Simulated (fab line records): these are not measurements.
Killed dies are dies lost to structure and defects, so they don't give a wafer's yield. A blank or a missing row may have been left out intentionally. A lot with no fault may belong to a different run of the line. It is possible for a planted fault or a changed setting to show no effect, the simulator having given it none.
Matching of chambers ; flow n5-finfet ; rie-diel-05 running N5_BEOL_M1_STRIP_66: 4 sister chambers
The step strips in CF4. 8 wafers are shown with their chamber, then 8 later ones without.

== WAFERS WITH THEIR CHAMBER ==
wafer;chamber;showerhead-plenum-p-Torr (Torr);drypump-motor-current-A (A)
L077.6;0;1.72;5.2
L086.6;1;1.83;6.0
L094.1;3;1.85;5.8
L094.3;1;1.82;6.0
L094.4;0;1.71;5.1
L094.5;2;1.74;5.0
L094.6;3;1.85;5.8
L095.2;2;1.74;5.0

== WAFERS WHOSE CHAMBER IS MISSING ==
wafer;showerhead-plenum-p-Torr (Torr);drypump-motor-current-A (A)
L095.5;1.82;6.0
L095.6;1.74;5.0
L097.2;1.74;5.0
L097.3;1.82;5.9
L097.6;1.82;5.9
L096.4;1.71;5.1
L096.5;1.74;5.0
L096.6;1.85;5.8

== EACH ONE'S CHAMBER ==
wafer;from the rows above;in truth
L095.5;1;1
L095.6;2;2
L097.2;2;2
L097.3;1;1
L097.6;1;1
L096.4;0;0
L096.5;2;2
L096.6;3;3
8 of 8 placed correctly. From these rows, 0 cannot be placed. Placed wrongly: 0.
How it was worked out, from the rows above alone: a wafer's distance from a chamber is the root of the sum, over the readings, of the square of ((its reading less the chamber's mean) divided by the reading's scatter). The wafer belongs to the nearest chamber; if the next one is less than 2 further off, it can't be placed. Each chamber's mean is taken over the wafers shown for it. The scatter is the square root of a quotient: the sum, over the shown wafers, of each reading's squared deviation from its chamber's mean, divided by wafers minus chambers.
